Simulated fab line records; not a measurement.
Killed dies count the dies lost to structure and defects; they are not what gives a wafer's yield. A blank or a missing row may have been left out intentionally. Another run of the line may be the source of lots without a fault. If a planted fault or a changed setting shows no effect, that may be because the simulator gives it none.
The tool behind it: which one? || flow n5 finfet || 10 lots with 29 wafers sampled at 5 steps, on a route of 1938 steps

## WHAT EACH GAUGE READ, for each wafer
N5_BEOL_M4_RC_MEAS_101.
{"lot": "L561", "measured": "day 7 18:26", "on": "prober-02", "DIBL_N (mV/V)": "37.9 38.2 37.5"}
{"lot": "L563", "measured": "day 8 06:11", "on": "prober-01", "DIBL_N (mV/V)": "33.5 37.7 34.6"}
{"lot": "L565", "measured": "day 8 18:02", "on": "prober-02", "DIBL_N (mV/V)": "36.8 35.1 34.9"}
{"lot": "L569", "measured": "day 9 10:14", "on": "prober-01", "DIBL_N (mV/V)": "33.6 36.4 35.0"}
{"lot": "L568", "measured": "day 9 15:16", "on": "prober-02", "DIBL_N (mV/V)": "39.5 39.9 36.4"}
{"lot": "L573", "measured": "day 14 14:58", "on": "prober-01", "DIBL_N (mV/V)": "36.0 35.6 36.2"}
{"lot": "L581", "measured": "day 13 01:50", "on": "prober-01", "DIBL_N (mV/V)": "35.7 37.2"}
{"lot": "L582", "measured": "day 13 00:07", "on": "prober-02", "DIBL_N (mV/V)": "38.4 35.6 38.0"}
{"lot": "L583", "measured": "day 14 12:35", "on": "prober-02", "DIBL_N (mV/V)": "35.8 34.3 36.3"}
{"lot": "L584", "measured": "day 15 04:40", "on": "prober-01", "DIBL_N (mV/V)": "36.2 36.5 36.9"}

## WHAT TOOL EACH LOT RAN ON (gives the tool, then ch and the chambers of the sampled wafers, and finally the start)
{"lot": "L561", "N5_HKMG_FIN_ALD_21": "ald metal-03 ch 0,1, day 4 11:12", "N5_GATE_CUT_ETCHBACK_00": "rie metal-03 ch 0,1, day 4 12:29", "N5_GATE_CUT_HM_DEP_46": "pecvd-02 ch 0,1,2, day 4 15:45", "N5_GATE_CUT_COAT_27": "litho track-05 ch 0, day 4 15:49"}
{"lot": "L563", "N5_HKMG_FIN_ALD_21": "ald metal-03 ch 1,3, day 4 18:09", "N5_GATE_CUT_ETCHBACK_00": "rie metal-03 ch 0,1, day 4 19:28", "N5_GATE_CUT_HM_DEP_46": "pecvd-01 ch 0,1,2, day 4 22:44", "N5_GATE_CUT_COAT_27": "litho track-05 ch 0, day 4 22:49"}
{"lot": "L565", "N5_HKMG_FIN_ALD_21": "ald metal-04 ch 0,1,3, day 5 06:56", "N5_GATE_CUT_ETCHBACK_00": "rie metal-02 ch 0,1, day 5 09:11", "N5_GATE_CUT_HM_DEP_46": "pecvd-02 ch 0,2, day 5 12:24", "N5_GATE_CUT_COAT_27": "litho track-04 ch 0, day 5 12:28"}
{"lot": "L569", "N5_HKMG_FIN_ALD_21": "ald metal-03 ch 0,2,3, day 6 05:50", "N5_GATE_CUT_ETCHBACK_00": "rie metal-02 ch 0,1, day 6 07:07", "N5_GATE_CUT_HM_DEP_46": "pecvd-02 ch 1,2, day 6 10:20", "N5_GATE_CUT_COAT_27": "litho track-03 ch 0, day 6 10:24"}
{"lot": "L568", "N5_HKMG_FIN_ALD_21": "ald metal-04 ch 1,2,3, day 6 06:12", "N5_GATE_CUT_ETCHBACK_00": "rie metal-01 ch 0,1, day 6 07:29", "N5_GATE_CUT_HM_DEP_46": "pecvd-02 ch 0,1,2, day 6 10:49", "N5_GATE_CUT_COAT_27": "litho track-05 ch 0, day 6 10:53"}
{"lot": "L573", "N5_HKMG_FIN_ALD_21": "ald metal-02 ch 0,1,2, day 7 17:12", "N5_GATE_CUT_ETCHBACK_00": "rie metal-03 ch 0,1, day 7 18:33", "N5_GATE_CUT_HM_DEP_46": "pecvd-03 ch 0,2, day 7 21:43", "N5_GATE_CUT_COAT_27": "litho track-03 ch 0, day 7 21:48"}
{"lot": "L581", "N5_HKMG_FIN_ALD_21": "ald metal-03 ch 0,3, day 9 12:01", "N5_GATE_CUT_ETCHBACK_00": "rie metal-01 ch 1, day 9 13:20", "N5_GATE_CUT_HM_DEP_46": "pecvd-02 ch 1,2, day 9 16:32", "N5_GATE_CUT_COAT_27": "litho track-03 ch 0, day 9 16:35"}
{"lot": "L582", "N5_HKMG_FIN_ALD_21": "ald metal-04 ch 0,1, day 9 15:40", "N5_GATE_CUT_ETCHBACK_00": "rie metal-02 ch 0,1, day 9 16:56", "N5_GATE_CUT_HM_DEP_46": "pecvd-02 ch 0,1, day 9 20:33", "N5_GATE_CUT_COAT_27": "litho track-03 ch 0, day 9 20:37"}
{"lot": "L583", "N5_HKMG_FIN_ALD_21": "ald metal-04 ch 0,1, day 9 19:41", "N5_GATE_CUT_ETCHBACK_00": "rie metal-01 ch 0, day 9 20:58", "N5_GATE_CUT_HM_DEP_46": "pecvd-01 ch 0,1, day 10 00:39", "N5_GATE_CUT_COAT_27": "litho track-04 ch 0, day 10 00:44"}
{"lot": "L584", "N5_HKMG_FIN_ALD_21": "ald metal-03 ch 2,3, day 10 11:47", "N5_GATE_CUT_ETCHBACK_00": "rie metal-01 ch 1, day 10 13:04", "N5_GATE_CUT_HM_DEP_46": "pecvd-03 ch 0,1,2, day 10 16:35", "N5_GATE_CUT_COAT_27": "litho track-05 ch 0, day 10 16:39"}
- N5_HKMG_FIN_ALD_21: deposits TiN, target thk 1.5 nm, pulse time 1 s, purge time 3 s.
- N5_GATE_CUT_ETCHBACK_00: etches W in SF6/Cl2.
- N5_GATE_CUT_HM_DEP_46: deposits SiO2 from TEOS/O2, target thk 130 nm, time 26.6 s.
- N5_GATE_CUT_COAT_27: time 60 s, resist thk 10 nm.

## THE ANSWER, worked out from the rows above alone
Rule: usual is defined by the lots themselves. Put in order of their means at a reading, lots are off if they are a third of the lots or fewer, leave a main group of 4 or more, and stand apart from it by a gap of 3 or more times the standard deviation of the main group's means; of several such gaps the widest counts. Not used: any main group whose means are identical at the precision the tables above print for the reading. A lot without any number at a reading at which 4 lots or more have one is off too. The other lots that the step has rows for count as sound.
No lot is off on any of the readings shown, so nothing can be concluded from this.

## WHAT THE SIMULATOR HAD INSERTED
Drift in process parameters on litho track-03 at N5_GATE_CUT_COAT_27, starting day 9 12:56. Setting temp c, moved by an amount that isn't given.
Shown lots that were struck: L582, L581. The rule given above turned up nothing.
